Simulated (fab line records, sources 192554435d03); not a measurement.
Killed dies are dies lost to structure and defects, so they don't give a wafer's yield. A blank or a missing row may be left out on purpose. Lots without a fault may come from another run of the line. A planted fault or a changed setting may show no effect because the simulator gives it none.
A struck lot beside a sound one | flow n5_finfet | 16 steps out of a route of 1938
Sound: wafers L783.1, L783.3, L783.5. Struck: wafers L782.1, L782.3. (L782.5 of the same lot was not struck and is left out.) The cause comes at the end.
At each step with rows: each side's tool, then ch and its chambers, then its first start. Under that, the readings that differ: sound wafers | struck wafers | difference of the means | sigmas: that difference in standard deviations of wafers without a fault.
alike: readings whose means differ by less than 2 such deviations, and words and numbers that are the same on both sides. not compared: withheld readings, readings that some wafer has no value for, bounds like >300 that may hide the same value, and numbers for which the record gives no deviation and whose values overlap.
The two part at a step that has a row with sigmas, a row that says differs or no value, or rows on one side only. Numbers that don't overlap but have no deviation are shown without sigmas and don't part them. A reading that every wafer of one side lacks parts them only if that side has two wafers or more.

N5_GATE_CUT_INSPECT_15: inspects for defects (brightfield).
  sound on defect_inspect-02, day 8 00:30; struck on defect_inspect-01, day 7 19:49
  alike: raw_defect_count
then, 2 steps without rows for these wafers: N5_GATE_CUT_DESCUM_18 (chemistry O2, time 7 s); N5_GATE_CUT_ETCH_28 (etches underlayer in N2/H2, target depth 13 nm, time 10.4 s).
N5_GATE_CUT_ETCH_36: etches SiARC in CF4, target depth 13 nm, time 21.7 s.
  sound on rie_diel-05 ch 0,1,3, day 8 00:35; struck on rie_diel-05 ch 2,3, day 7 19:54
  alike: cf4_flow_sccm, drypump_motor_current_A, etch_rf_on_time_s, oes_product_au, rf_fwd_power_W, rf_vpp_V, showerhead_plenum_p_Torr, throttle_valve_pct
  not compared: rf_hours_counter_h
N5_GATE_CUT_ETCH_37: etches SOC in N2/H2, target depth 60 nm, overetch 12 nm, time 90 s.
  sound on rie_diel-05 ch 0,1,3, day 8 00:37; struck on rie_diel-05 ch 2,3, day 7 19:56
  alike: drypump_motor_current_A, oes_product_au, rf_fwd_power_W, rf_vpp_V, showerhead_plenum_p_Torr, throttle_valve_pct
  not compared: rf_hours_counter_h
then, 3 steps without rows for these wafers: N5_GATE_CUT_STRIP_38 (strips in N2/H2); N5_GATE_CUT_STRIP_39 (strips in N2/H2); N5_GATE_CUT_HM_OPEN_40 (chemistry C4F6/O2, target SiO2, target depth 139 nm, time 85.1 s).
N5_GATE_CUT_STRIP_41: strips in CF4.
  sound on rie_diel-05 ch 0,1,3, day 8 00:46; struck on rie_diel-05 ch 2,3, day 7 20:05
  alike: cf4_flow_sccm, drypump_motor_current_A, oes_product_au, rf_fwd_power_W, rf_vpp_V, showerhead_plenum_p_Torr, throttle_valve_pct
  not compared: rf_hours_counter_h
N5_GATE_CUT_STRIP_42: strips in O2.
  sound on rie_diel-05 ch 0,1,3, day 8 00:47; struck on rie_diel-05 ch 2,3, day 7 20:06
  alike: drypump_motor_current_A, o2_flow_sccm, oes_product_au, rf_vpp_V, showerhead_plenum_p_Torr, throttle_valve_pct
  not compared: rf_hours_counter_h
then, 2 steps without rows for these wafers: N5_GATE_CUT_ETCH_19 (etches SiNx in CH3F/O2, target depth 53.7 nm, time 76.7 s); N5_GATE_CUT_CUT_ETCH_53 (etches W in SF6/Cl2, target depth 79.2 nm).
N5_GATE_CUT_CUT_ETCH_54: etches TiN in Cl2/BCl3, target depth 96.7 nm.
  sound on rie_metal-02 ch 0,1, day 8 00:59; struck on rie_metal-01 ch 1, day 7 20:18
  reading               | sound          | struck    | difference | sigmas
  etch_rf_on_time_s (s) | 37.6 37.2 37.4 | 30.9 30.8 | -6.5       | -9
  rf_fwd_power_W (W)    | 979 987 988    | 1218 1215 | +232       | +44
  alike: drypump_motor_current_A, oes_product_au, throttle_valve_pct
  not compared: rf_hours_counter_h
N5_GATE_CUT_CUT_ETCH_55: etches HfO2 in BCl3, target depth 3.2 nm.
  sound on rie_metal-02 ch 0,1, day 8 01:03; struck on rie_metal-01 ch 1, day 7 20:22
  alike: drypump_motor_current_A, oes_product_au, rf_fwd_power_W, throttle_valve_pct
  not compared: rf_hours_counter_h
-- the record jumps here: 3 days lie between the struck wafers' starts before and after (it left off in module GATE_CUT and takes up again in module BEOL_M4, whose first step shown is number 1111 of the route) --
N5_BEOL_M4_RC_MEAS_101:
  sound on prober-02 ch 0, day 12 04:55; struck on prober-02 ch 0, day 11 05:36
  alike: DIBL_N, DIBL_P, IOFF_N, IOFF_P, ION_N, ION_P, SS_N, SS_P, VT_N, VT_P
-- the record jumps here: 4 days lie between the struck wafers' starts before and after (it left off in module BEOL_M4 and takes up again in module PASSIVATION, whose first step shown is number 1936 of the route) --
N5_PASSIVATION_PROBE_49:
  sound on prober-01, day 16 04:29; struck on prober-01, day 15 09:26
  alike: defect_limited_yield, killed_at_M0_to_M3, killed_at_M4_up, killed_at_contacts, killed_at_front_end, killed_at_other, killed_dies, killed_open, killed_short, sort_bin_5_function, sort_bin_6_memory, sort_bin_8_speed, sort_n_pass, sort_yield_pct

WHERE THEY PART
Only at N5_GATE_CUT_CUT_ETCH_54, within this record. Later steps at which nothing parts them and some readings are alike: N5_GATE_CUT_CUT_ETCH_55, N5_BEOL_M4_RC_MEAS_101, N5_PASSIVATION_PROBE_49.

WHY: what the simulator had put in
Process parameter drift: rie_metal-01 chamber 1, from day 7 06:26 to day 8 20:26, at N5_GATE_CUT_CUT_ETCH_54. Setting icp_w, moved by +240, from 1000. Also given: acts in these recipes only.
